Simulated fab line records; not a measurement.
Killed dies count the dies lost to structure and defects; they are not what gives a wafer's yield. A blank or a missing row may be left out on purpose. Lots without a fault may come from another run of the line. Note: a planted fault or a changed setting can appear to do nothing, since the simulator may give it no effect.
fab line records + flow nand_harc
record:
- lots: 6
- wafers: 18
- last_day: 32
route steps=1302 shown P_BONDPAD@360
lots that met no fault: from a run of the same line without faults
start_h: hours from the record's opening day to when the first of the lot's shown wafers began + wait_h: how many hours have passed since the lot's step before this one + " the same as in the row above + L1.1+2: one row covering several wafers at once + - no value present, or no start provided + * or withheld: withheld + < > ~ a bound
route shown NAME@n: a module of which the file shows steps, and the number in the route of the first + usual: mean and standard deviation over wafers with no fault + same: alike in all rows + chamber/n: place in a boat + sites: each site's reading + _std_site: the values' standard deviation + _edge_site: mean of outer sites minus mean of inner sites + radius_mm: for every site, how far away it sits from the centre of the wafer + mask NAME#n: copy n + behind: the last tool/chamber to shape the wafer + hold: why the lot was held/for how many hours/how that ended + device: the n, p or np transistor that did not switch + end of line: the route-end tests of the same wafers + a step given without rows: its recipe and nothing more + killed: dies that structure and defects cost at the first sort, which is not the same as the wafer's yield + map: dies across one wafer; x = killed, . = not, _ = none there
set.NAME: the run value of the setting; set.NAME@STEP: its run value at that earlier step + model.NAME: the simulator's own value behind a step, which no gauge read
certain route steps with their lots: each step a table, each wafer a row
services: when a tool's chamber went out of use (start_h, in hours from the record's first day, below 0 if earlier), for how many hours, and the reason
== steps ==
step: NHARC_P_BONDPAD_EBR_05
step: NHARC_P_BONDPAD_EXPOSE_06
recipe:
- na: 0.55
- dose_mj: 37.06
- mask_id: P_BPAD
step: NHARC_P_BONDPAD_PEB_07
recipe:
- peb_temp_c: 128
- peb_time_s: 80
step: NHARC_P_BONDPAD_DEVELOP_08
recipe:
- time_s: 50
- dev_temp_c: 22
step: NHARC_P_BONDPAD_CD_MEAS_09
recipe:
- target_cd_nm: 500
- landing_energy_ev: 500
usual:
- cd_nm: 500.8/2
| lot.wafer | tool      | chamber | start_h | wait_h | cd_nm |
|-----------|-----------|---------|---------|--------|-------|
| L647.1    | cd_sem-01 | 0       | 151.81  | -      | 500.2 |
| L647.2    | "         | 0       | "       | "      | 499.1 |
| L647.5    | "         | 0       | "       | "      | 501.7 |
| L653.2    | cd_sem-02 | 0       | 210.88  | -      | 502.2 |
| L653.3    | "         | 0       | "       | "      | 502.3 |
| L653.6    | "         | 0       | "       | "      | 503.5 |
| L661.1    | cd_sem-02 | 0       | 281.51  | -      | 498.1 |
| L661.2    | "         | 0       | "       | "      | 497.3 |
| L661.6    | "         | 0       | "       | "      | 495.6 |
| L665.2    | cd_sem-03 | 0       | 322.36  | -      | 499.9 |
| L665.5    | "         | 0       | "       | "      | 501.4 |
| L665.6    | "         | 0       | "       | "      | 501.9 |
| L666.1    | cd_sem-01 | 0       | 333.18  | -      | 503.2 |
| L666.3    | "         | 0       | "       | "      | 503.4 |
| L666.4    | "         | 0       | "       | "      | 504.5 |
| L667.4    | cd_sem-03 | 0       | 348.08  | -      | 504.1 |
| L667.5    | "         | 0       | "       | "      | 501.3 |
| L667.6    | "         | 0       | "       | "      | 503.3 |
step: NHARC_P_BONDPAD_OVL_MEAS_38
usual:
- overlay_x_nm: 0/4.5
- overlay_y_nm: 0/7.4
| lot.wafer | tool       | chamber | start_h | wait_h | overlay_x_nm | overlay_y_nm |
|-----------|------------|---------|---------|--------|--------------|--------------|
| L647.1    | overlay-02 | -       | 151.89  | -      | 4            | -2           |
| L647.2    | "          | -       | "       | "      | 5            | -2           |
| L647.5    | "          | -       | "       | "      | 4            | -3           |
| L653.2    | overlay-01 | -       | 210.96  | -      | -2           | 6            |
| L653.3    | "          | -       | "       | "      | -3           | 7            |
| L653.6    | "          | -       | "       | "      | -3           | 6            |
| L661.1    | overlay-02 | -       | 281.60  | -      | 5            | -10          |
| L661.2    | "          | -       | "       | "      | 5            | -10          |
| L661.6    | "          | -       | "       | "      | 5            | -10          |
| L665.2    | overlay-02 | -       | 322.45  | -      | -4           | -1           |
| L665.5    | "          | -       | "       | "      | -3           | -1           |
| L665.6    | "          | -       | "       | "      | -4           | -2           |
| L666.1    | overlay-02 | -       | 333.27  | -      | 1            | 1            |
| L666.3    | "          | -       | "       | "      | 2            | 1            |
| L666.4    | "          | -       | "       | "      | 2            | 1            |
| L667.4    | overlay-02 | -       | 348.16  | -      | 8            | 0            |
| L667.5    | "          | -       | "       | "      | 8            | 0            |
| L667.6    | "          | -       | "       | "      | 8            | 1            |
step: NHARC_P_BONDPAD_HARDBAKE_10
recipe:
- temp_c: 118
- time_s: 65
step: NHARC_P_BONDPAD_DESCUM_11
recipe:
- time_s: 3
- o2_flow_sccm: 200
- ar_flow_sccm: 0
- bias_power_w: 0
- chemistry: O2
usual:
- drypump_motor_current_A: 5.7/0.38
- mfc_ar_sccm: 0.007/0.0095
- oes_product_au: 0.997/0.012
- rf_vpp_V: 58.1/0.92
- showerhead_plenum_p_Torr: 1.96/0.075
- throttle_valve_pct: 11.312/0.0099
same:
- bias_power_w: 0
| lot.wafer | tool        | chamber | start_h | wait_h | drypump_motor_current_A | mfc_ar_sccm | oes_product_au | rf_hours_counter_h | rf_vpp_V | showerhead_plenum_p_Torr | throttle_valve_pct |
|-----------|-------------|---------|---------|--------|-------------------------|-------------|----------------|--------------------|----------|--------------------------|--------------------|
| L647.2    | rie_diel-02 | 0       | 152.02  | -      | 5.0                     | 0           | 1.007          | 3.5                | 58.5     | 1.96                     | 11.313             |
| L647.1    | "           | 3       | "       | "      | 6.2                     | 0.005       | 1.010          | 3.5                | 59.0     | 1.94                     | 11.316             |
| L647.5    | "           | 0       | "       | "      | 5.0                     | 0           | 0.996          | -                  | 56.6     | 1.96                     | 11.305             |
| L653.2    | rie_diel-13 | 0       | 211.11  | -      | 5.8                     | 0           | 0.996          | 2.7                | 58.6     | 1.79                     | 11.317             |
| L653.3    | "           | 1       | "       | "      | 5.3                     | 0.023       | 1.005          | 2.8                | 59.0     | 1.99                     | 11.293             |
| L653.6    | "           | 2       | "       | "      | 5.5                     | 0           | 0.994          | -                  | 59.1     | 2.03                     | 11.302             |
| L661.1    | rie_diel-04 | 2       | 281.73  | -      | 5.4                     | 0.014       | 0.996          | 4.5                | 58.5     | 1.89                     | 11.322             |
| L661.2    | "           | 0       | "       | "      | 6.2                     | 0.007       | 0.999          | 4.5                | 57.7     | 1.93                     | 11.317             |
| L661.6    | "           | 1       | "       | "      | 5.8                     | 0.020       | 0.994          | -                  | 57.3     | 2.02                     | 11.300             |
| L665.2    | rie_diel-02 | 2       | 322.57  | -      | 5.6                     | 0           | 1.000          | 3.6                | 58.4     | 2.04                     | 11.319             |
| L665.6    | "           | 2       | "       | "      | 5.6                     | 0           | 0.997          | -                  | 57.1     | 2.04                     | 11.304             |
| L665.5    | "           | 3       | "       | "      | 6.2                     | 0.005       | 1.004          | -                  | 57.8     | 1.94                     | 11.310             |
| L666.1    | rie_diel-13 | 1       | 333.39  | -      | 5.3                     | 0.023       | 0.984          | 9.7                | 57.7     | 1.99                     | 11.314             |
| L666.3    | "           | 2       | "       | "      | 5.6                     | 0           | 0.985          | 9.2                | 58.1     | 2.03                     | 11.307             |
| L666.4    | "           | 3       | "       | "      | 6.1                     | 0.022       | 0.997          | 8.4                | 58.8     | 2.04                     | 11.304             |
| L667.4    | rie_diel-02 | 1       | 348.33  | -      | 5.8                     | 0           | 0.981          | 3.7                | 58.3     | 1.91                     | 11.317             |
| L667.5    | "           | 0       | "       | "      | 5.0                     | 0           | 1.004          | -                  | 57.8     | 1.96                     | 11.321             |
| L667.6    | "           | 1       | "       | "      | 5.7                     | 0           | 0.974          | -                  | 58.3     | 1.91                     | 11.330             |
step: NHARC_P_BONDPAD_ETCH_37
recipe:
- target_depth_a: 600
- overetch_a: 180
- time_s: 65.91
- ion_energy_ev: 200
- n2_flow_sccm: 150
- h2_flow_sccm: 150
- ar_flow_sccm: 0
- rf_w: 400
- bias_w: 150
- chemistry: N2/H2
usual:
- drypump_motor_current_A: 5.7/0.38
- mfc_ar_sccm: 0.008/0.0096
- oes_product_au: 0.997/0.01
- rf_vpp_V: 431.7/2.4
- run_length_s: 87.4/0.44
- showerhead_plenum_p_Torr: 2.09/0.084
- throttle_valve_pct: 14.172/0.0088
| lot.wafer | tool        | chamber | start_h | wait_h | drypump_motor_current_A | mfc_ar_sccm | oes_product_au | rf_hours_counter_h | rf_vpp_V | run_length_s | showerhead_plenum_p_Torr | throttle_valve_pct |
|-----------|-------------|---------|---------|--------|-------------------------|-------------|----------------|--------------------|----------|--------------|--------------------------|--------------------|
| L647.2    | rie_diel-02 | 1       | 152.12  | 0.1    | 5.7                     | 0           | 1.014          | 3.1                | 429.9    | 87.4         | 2.04                     | 14.173             |
| L647.1    | "           | 0       | "       | "      | 5.0                     | 0           | 0.996          | 3.5                | 432.9    | 87.6         | 2.09                     | 14.170             |
| L647.5    | "           | 1       | "       | "      | 5.7                     | 0           | 1.012          | -                  | 431.3    | 86.9         | 2.04                     | 14.169             |
| L653.3    | rie_diel-13 | 2       | 211.17  | 0.1    | 5.5                     | 0           | 0.996          | 2.4                | 432.8    | 87.0         | 2.17                     | 14.175             |
| L653.2    | "           | 1       | "       | "      | 5.3                     | 0.023       | 0.994          | 2.8                | 432.7    | 88.2         | 2.12                     | 14.180             |
| L653.6    | "           | 2       | "       | "      | 5.6                     | 0           | 0.997          | -                  | 435.0    | 87.5         | 2.17                     | 14.179             |
| L661.1    | rie_diel-04 | 0       | 281.81  | 0.1    | 6.2                     | 0.007       | 1.006          | 4.6                | 432.8    | 87.4         | 2.06                     | 14.199             |
| L661.2    | "           | 3       | "       | "      | 6.1                     | 0           | 1.012          | 4.7                | 430.5    | 87.6         | 2.11                     | 14.165             |
| L661.6    | "           | 1       | "       | "      | 5.8                     | 0.020       | 1.001          | -                  | 433.1    | 87.9         | 2.16                     | 14.185             |
| L665.2    | rie_diel-02 | 1       | 322.68  | 0.1    | 5.7                     | 0           | 0.983          | 3.3                | 430.6    | 87.3         | 2.04                     | 14.164             |
| L665.5    | "           | 2       | "       | "      | 5.6                     | 0           | 0.990          | -                  | 435.0    | 87.7         | 2.18                     | 14.168             |
| L665.6    | "           | 3       | "       | "      | 6.2                     | 0.005       | 1.015          | -                  | 430.5    | 87.0         | 2.07                     | 14.159             |
| L666.3    | rie_diel-13 | 0       | 333.48  | 0.1    | 5.8                     | 0           | 1.005          | 9.9                | 426.8    | 87.2         | 1.90                     | 14.172             |
| L666.1    | "           | 1       | "       | "      | 5.3                     | 0.023       | 0.986          | 9.7                | 434.2    | 88.3         | 2.12                     | 14.185             |
| L666.4    | "           | 3       | "       | "      | 6.1                     | 0.022       | 1.004          | 8.4                | 432.3    | 87.4         | 2.18                     | 14.175             |
| L667.4    | rie_diel-02 | 2       | 348.43  | 0.1    | 5.6                     | 0           | 0.999          | 4.0                | 434.7    | 87.7         | 2.18                     | 14.175             |
| L667.6    | "           | 3       | "       | "      | 6.2                     | 0.005       | 1.017          | -                  | 431.7    | 86.8         | 2.07                     | 14.168             |
| L667.5    | "           | 0       | "       | "      | 5.0                     | 0           | 1.007          | -                  | 432.1    | 88.0         | 2.08                     | 14.177             |
step: NHARC_P_BONDPAD_ETCH_12
recipe:
- target_depth_a: 2000
- time_s: 100
- chf3_flow_sccm: 50
- o2_flow_sccm: 10
- ar_flow_sccm: 200
- rf_w: 500
- bias_w: 200
- chemistry: CHF3/O2
usual:
- chf3_flow_sccm: 50.00/0.16
- drypump_motor_current_A: 5.7/0.37
- mfc_ar_sccm: 200.0/0.7
- oes_product_au: 0.942/0.022
- rf_vpp_V: 371.9/2.2
- run_length_s: 121.5/0.38
- showerhead_plenum_p_Torr: 2.46/0.09
- throttle_valve_pct: 20.572/0.0092
| lot.wafer | tool        | chamber | start_h | wait_h | chf3_flow_sccm | drypump_motor_current_A | mfc_ar_sccm | oes_product_au | rf_hours_counter_h | rf_vpp_V | run_length_s | showerhead_plenum_p_Torr | throttle_valve_pct |
|-----------|-------------|---------|---------|--------|----------------|-------------------------|-------------|----------------|--------------------|----------|--------------|--------------------------|--------------------|
| L647.1    | rie_diel-02 | 1       | -       | -      | 49.96          | 5.7                     | 200.7       | 0.930          | 3.2                | 369.7    | 121.4        | 2.40                     | 20.571             |
| L647.2    | "           | 0       | "       | "      | 50.18          | 5.0                     | 201.6       | 0.930          | 3.5                | 371.3    | 121.3        | 2.45                     | 20.569             |
| L647.5    | "           | 3       | "       | "      | 49.62          | 6.2                     | 199.6       | 0.938          | -                  | 370.6    | 121.6        | 2.43                     | 20.580             |
| L653.3    | rie_diel-13 | 0       | -       | -      | 50.13          | 5.8                     | 200.2       | 0.925          | 2.8                | 367.2    | 121.4        | 2.25                     | 20.571             |
| L653.2    | "           | 1       | "       | "      | 49.77          | 5.3                     | 199.0       | 0.913          | 2.9                | 374.1    | 121.9        | 2.49                     | 20.578             |
| L653.6    | "           | 3       | "       | "      | 50.03          | 6.1                     | 199.8       | 0.925          | -                  | 373.0    | 121.8        | 2.56                     | 20.575             |
| L661.2    | rie_diel-04 | 0       | -       | -      | 50.03          | 6.2                     | 199.8       | 0.932          | 4.6                | 371.2    | 120.8        | 2.42                     | 20.569             |
| L661.1    | "           | 2       | "       | "      | 50.09          | 5.3                     | 199.2       | 0.917          | 4.5                | 370.8    | 120.8        | 2.37                     | 20.575             |
| L661.6    | "           | 0       | "       | "      | 50.15          | 6.2                     | 199.9       | 0.935          | -                  | 370.6    | 121.3        | 2.42                     | 20.571             |
| L665.2    | rie_diel-02 | 1       | -       | -      | 50.34          | 5.7                     | 200.5       | 0.962          | 3.3                | 371.5    | 121.2        | 2.40                     | 20.573             |
| L665.5    | "           | 2       | "       | "      | 50.10          | 5.6                     | 199.6       | 0.958          | -                  | 373.8    | 122.2        | 2.55                     | 20.579             |
| L665.6    | "           | 3       | "       | "      | 49.89          | 6.2                     | 198.9       | 0.960          | -                  | 370.4    | 121.4        | 2.43                     | 20.571             |
| L666.3    | rie_diel-13 | 1       | -       | -      | 49.78          | 5.3                     | 200.3       | 0.915          | 9.7                | 373.3    | 121.9        | 2.49                     | 20.568             |
| L666.4    | "           | 2       | "       | "      | 49.95          | 5.5                     | 198.7       | 0.913          | 9.2                | 373.8    | 121.2        | 2.54                     | 20.567             |
| L666.1    | "           | 3       | "       | "      | 50.06          | 6.0                     | 199.4       | 0.916          | 8.4                | 370.9    | 121.5        | 2.56                     | 20.569             |
| L667.4    | rie_diel-02 | 2       | -       | -      | 50.02          | 5.6                     | 199.8       | 0.922          | 4.0                | 374.8    | 121.7        | 2.55                     | 20.555             |
| L667.6    | "           | 3       | "       | "      | 50.00          | 6.2                     | 200.7       | 0.934          | -                  | 370.5    | 121.1        | 2.43                     | 20.579             |
| L667.5    | "           | 0       | "       | "      | 49.72          | 5.1                     | 199.0       | 0.929          | -                  | 372.9    | 122.0        | 2.45                     | 20.572             |
step: NHARC_P_BONDPAD_CD_MEAS_13
usual:
- cd_nm: 500.0/2
| lot.wafer | tool      | chamber | start_h | wait_h | cd_nm |
|-----------|-----------|---------|---------|--------|-------|
| L647.1    | cd_sem-01 | -       | 152.38  | -      | 498.3 |
| L647.2    | "         | -       | "       | "      | 499.0 |
| L647.5    | "         | -       | "       | "      | 501.0 |
| L653.2    | cd_sem-03 | -       | 211.40  | -      | 500.6 |
| L653.3    | "         | -       | "       | "      | 501.4 |
| L653.6    | "         | -       | "       | "      | 501.7 |
| L661.1    | cd_sem-01 | -       | 282.04  | -      | 497.2 |
| L661.2    | "         | -       | "       | "      | 496.9 |
| L661.6    | "         | -       | "       | "      | 495.2 |
| L665.2    | cd_sem-02 | -       | 322.89  | -      | 499.2 |
| L665.5    | "         | -       | "       | "      | 500.8 |
| L665.6    | "         | -       | "       | "      | 501.0 |
| L666.1    | cd_sem-02 | -       | 333.71  | -      | 501.5 |
| L666.3    | "         | -       | "       | "      | 501.9 |
| L666.4    | "         | -       | "       | "      | 503.2 |
| L667.4    | cd_sem-03 | -       | 348.64  | -      | 503.4 |
| L667.5    | "         | -       | "       | "      | 499.6 |
| L667.6    | "         | -       | "       | "      | 502.4 |
step: NHARC_P_BONDPAD_STRIP_15
recipe:
- o2_flow_sccm: 500
- ar_flow_sccm: 0
- bias_w: 0
- chemistry: O2
usual:
- drypump_motor_current_A: 5.7/0.38
- mfc_ar_sccm: 0.007/0.0089
- oes_product_au: 0.998/0.011
- rf_vpp_V: 58.1/1
- showerhead_plenum_p_Torr: 3.60/0.12
- throttle_valve_pct: 17.037/0.0086
| lot.wafer | tool        | chamber | start_h | wait_h | drypump_motor_current_A | mfc_ar_sccm | oes_product_au | rf_hours_counter_h | rf_vpp_V | showerhead_plenum_p_Torr | throttle_valve_pct |
|-----------|-------------|---------|---------|--------|-------------------------|-------------|----------------|--------------------|----------|--------------------------|--------------------|
| L647.2    | rie_diel-13 | 1       | 152.47  | 0.1    | 5.3                     | 0.023       | 0.994          | 7                  | 58.6     | 3.66                     | 17.057             |
| L647.1    | "           | 3       | "       | "      | 6.0                     | 0.022       | 1.008          | 8                  | 58.0     | 3.75                     | 17.041             |
| L647.5    | "           | 0       | "       | "      | 5.8                     | 0           | 0.998          | -                  | 56.8     | 3.31                     | 17.042             |
| L653.2    | rie_diel-04 | 0       | 211.48  | 0.1    | 6.2                     | 0.007       | 0.990          | 1                  | 56.9     | 3.56                     | 17.037             |
| L653.3    | "           | 3       | "       | "      | 6.1                     | 0           | 0.999          | 2                  | 58.7     | 3.64                     | 17.041             |
| L653.6    | "           | 1       | "       | "      | 5.9                     | 0.020       | 0.999          | -                  | 59.3     | 3.72                     | 17.050             |
| L661.1    | rie_diel-02 | 3       | 282.11  | 0.1    | 6.2                     | 0.005       | 1.011          | 2                  | 58.1     | 3.57                     | 17.026             |
| L661.2    | "           | 0       | "       | "      | 5.1                     | 0           | 1.004          | 2                  | 57.7     | 3.60                     | 17.046             |
| L661.6    | "           | 0       | "       | "      | 5.0                     | 0           | 1.012          | -                  | 59.3     | 3.60                     | 17.035             |
| L665.2    | rie_diel-13 | 1       | 322.98  | 0.1    | 5.3                     | 0.023       | 0.994          | 9                  | 59.7     | 3.65                     | 17.045             |
| L665.6    | "           | 0       | "       | "      | 5.8                     | 0           | 0.977          | -                  | 56.7     | 3.31                     | 17.049             |
| L665.5    | "           | 1       | "       | "      | 5.3                     | 0.023       | 0.987          | -                  | 57.5     | 3.65                     | 17.044             |
| L666.1    | rie_diel-13 | 3       | 333.80  | 0.1    | 6.1                     | 0.022       | 0.990          | 8                  | 58.9     | 3.75                     | 17.054             |
| L666.3    | "           | 0       | "       | "      | 5.8                     | 0           | 0.989          | 10                 | 58.2     | 3.31                     | 17.036             |
| L666.4    | "           | 1       | "       | "      | 5.3                     | 0.023       | 0.988          | 10                 | 58.2     | 3.65                     | 17.036             |
| L667.4    | rie_diel-04 | 1       | 348.74  | 0.1    | 5.9                     | 0.020       | 0.999          | 8                  | 57.9     | 3.71                     | 17.029             |
| L667.6    | "           | 3       | "       | "      | 6.1                     | 0           | 1.010          | -                  | 58.9     | 3.63                     | 17.034             |
| L667.5    | "           | 0       | "       | "      | 6.2                     | 0.007       | 1.013          | -                  | 57.9     | 3.56                     | 17.035             |
step: NHARC_P_BONDPAD_ETCH_24
recipe:
- target_depth_a: 300
- over_etch_frac: 0.3
- time_s: 72.99
- ion_energy_ev: 150
- cf4_flow_sccm: 50
- n2_flow_sccm: 100
- ar_flow_sccm: 150
- rf_w: 300
- bias_w: 100
- chemistry: CF4/N2
usual:
- drypump_motor_current_A: 5.7/0.37
- mfc_ar_sccm: 150.0/0.42
- oes_product_au: 0.996/0.011
- rf_vpp_V: 315.1/1.8
- run_length_s: 94.4/0.44
- showerhead_plenum_p_Torr: 2.69/0.09
- throttle_valve_pct: 19.795/0.0079
| lot.wafer | tool        | chamber | start_h | wait_h | drypump_motor_current_A | mfc_ar_sccm | oes_product_au | rf_hours_counter_h | rf_vpp_V | run_length_s | showerhead_plenum_p_Torr | throttle_valve_pct |
|-----------|-------------|---------|---------|--------|-------------------------|-------------|----------------|--------------------|----------|--------------|--------------------------|--------------------|
| L647.2    | rie_diel-13 | 0       | 152.61  | -      | 5.8                     | 149.9       | 0.999          | 8                  | 310.8    | 94.3         | 2.46                     | 19.797             |
| L647.1    | "           | 2       | "       | "      | 5.5                     | 149.7       | 0.995          | 7                  | 317.6    | 94.1         | 2.78                     | 19.798             |
| L647.5    | "           | 1       | "       | "      | 5.3                     | 149.8       | 0.985          | -                  | 315.3    | 95.0         | 2.72                     | 19.780             |
| L653.2    | rie_diel-04 | 1       | 211.63  | -      | 5.9                     | 149.4       | 0.999          | 1                  | 317.2    | 94.5         | 2.77                     | 19.789             |
| L653.3    | "           | 2       | "       | "      | 5.3                     | 149.7       | 0.990          | 2                  | 312.9    | 94.0         | 2.59                     | 19.803             |
| L653.6    | "           | 1       | "       | "      | 5.9                     | 149.8       | 0.993          | -                  | 317.1    | 94.2         | 2.77                     | 19.812             |
| L661.2    | rie_diel-02 | 0       | 282.26  | -      | 5.0                     | 150.1       | 1.006          | 2                  | 314.3    | 94.5         | 2.68                     | 19.793             |
| L661.1    | "           | 3       | "       | "      | 6.2                     | 150.3       | 1.017          | 2                  | 314.4    | 94.0         | 2.66                     | 19.781             |
| L661.6    | "           | 0       | "       | "      | 5.0                     | 150.2       | 1.010          | -                  | 314.5    | 94.9         | 2.68                     | 19.795             |
| L665.2    | rie_diel-13 | 2       | 323.13  | -      | 5.6                     | 150.4       | 0.986          | 9                  | 316.1    | 72.9         | 2.78                     | 19.796             |
| L665.6    | "           | 3       | "       | "      | 6.0                     | 150.5       | 0.992          | -                  | 317.5    | 73.2         | 2.79                     | 19.789             |
| L665.5    | "           | 0       | "       | "      | 5.8                     | 150.6       | 0.992          | -                  | 311.0    | 72.9         | 2.46                     | 19.808             |
| L666.3    | rie_diel-13 | 2       | 333.95  | -      | 5.6                     | 150.0       | 0.991          | 9                  | 317.3    | 73.2         | 2.78                     | 19.784             |
| L666.4    | "           | 0       | "       | "      | 5.8                     | 150.7       | 0.990          | 10                 | 310.7    | 73.2         | 2.46                     | 19.810             |
| L666.1    | "           | 1       | "       | "      | 5.3                     | 150.5       | 0.968          | 10                 | 316.1    | 73.7         | 2.72                     | 19.784             |
| L667.4    | rie_diel-04 | 2       | 348.88  | -      | 5.4                     | 150.4       | 0.991          | 9                  | 312.5    | 93.8         | 2.59                     | 19.801             |
| L667.5    | "           | 3       | "       | "      | 6.1                     | 150.3       | 1.002          | -                  | 314.9    | 94.9         | 2.71                     | 19.788             |
| L667.6    | "           | 0       | "       | "      | 6.2                     | 149.6       | 1.013          | -                  | 316.2    | 94.0         | 2.65                     | 19.804             |
step: NHARC_P_BONDPAD_STRIP_16
recipe:
- time_s: 600
- temp_c: 30
- chemistry: post_etch_residue_remover
== services ==
| tool        | chamber | start_h | hours | kind       |
|-------------|---------|---------|-------|------------|
| rie_diel-02 | 1       | 139.17  | 3.0   | repair     |
| rie_diel-13 | 0       | 144.26  | -     | clean      |
| rie_diel-13 | 1       | 144.26  | -     | clean      |
| rie_diel-13 | 2       | 144.26  | -     | clean      |
| rie_diel-13 | 3       | 144.26  | -     | clean      |
| rie_diel-02 | 2       | 151.61  | 5.2   | repair     |
| rie_diel-13 | -       | 165.26  | 9.0   | pm         |
| rie_diel-13 | 0       | 165.26  | 9.0   | vent_cycle |
| rie_diel-13 | 1       | 165.26  | 9.0   | vent_cycle |
| rie_diel-13 | 2       | 165.26  | 9.0   | vent_cycle |
| rie_diel-04 | 0       | 169.39  | 7.0   | repair     |
| rie_diel-04 | -       | 177.90  | 9.0   | pm         |
| rie_diel-13 | 3       | 199.71  | 7.7   | repair     |
| rie_diel-02 | 0       | 207.67  | 6.7   | repair     |
| rie_diel-02 | -       | 216.82  | 9.0   | pm         |
| rie_diel-04 | 3       | 251.51  | 8.4   | repair     |
| rie_diel-04 | 2       | 253.20  | 9.4   | repair     |
| rie_diel-02 | 1       | 262.59  | 5.5   | repair     |
| rie_diel-04 | 1       | 283.20  | 7.5   | repair     |
| rie_diel-13 | 2       | 286.03  | 8.9   | repair     |
| rie_diel-04 | 0       | 290.93  | 11.1  | repair     |
| rie_diel-13 | 3       | 311.30  | 4.8   | repair     |
| rie_diel-13 | -       | 342.26  | 9.0   | pm         |
| rie_diel-02 | -       | 343.13  | 0.4   | repair     |
== key ==
first_sign:
- step: NHARC_P_BONDPAD_ETCH_24
- reading: run_length_s
- direction: down
- sigmas: 49
- usual: *
- struck: *
effect none on later readings
met_at NHARC_P_BONDPAD_ETCH_24
struck_wafers L665.2,L665.5,L665.6,L666.1,L666.3,L666.4
sort_left_out L665.2,L665.5,L665.6,L666.1,L666.3,L666.4
onset_between 152.61 323.13
fault:
- kind: process_parameter_drift
- tool: rie_diel-13
- chamber: -
- onset_h: 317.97
- steps: NHARC_P_BONDPAD_ETCH_24
- channel: time_s
- offset: *
- shape: step
- end_h: 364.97
- acts_in: *
- stated: *
sort_left_out: the simulated sort isn't trusted on such a fault, so these wafers' sort isn't shown, and their yield isn't known
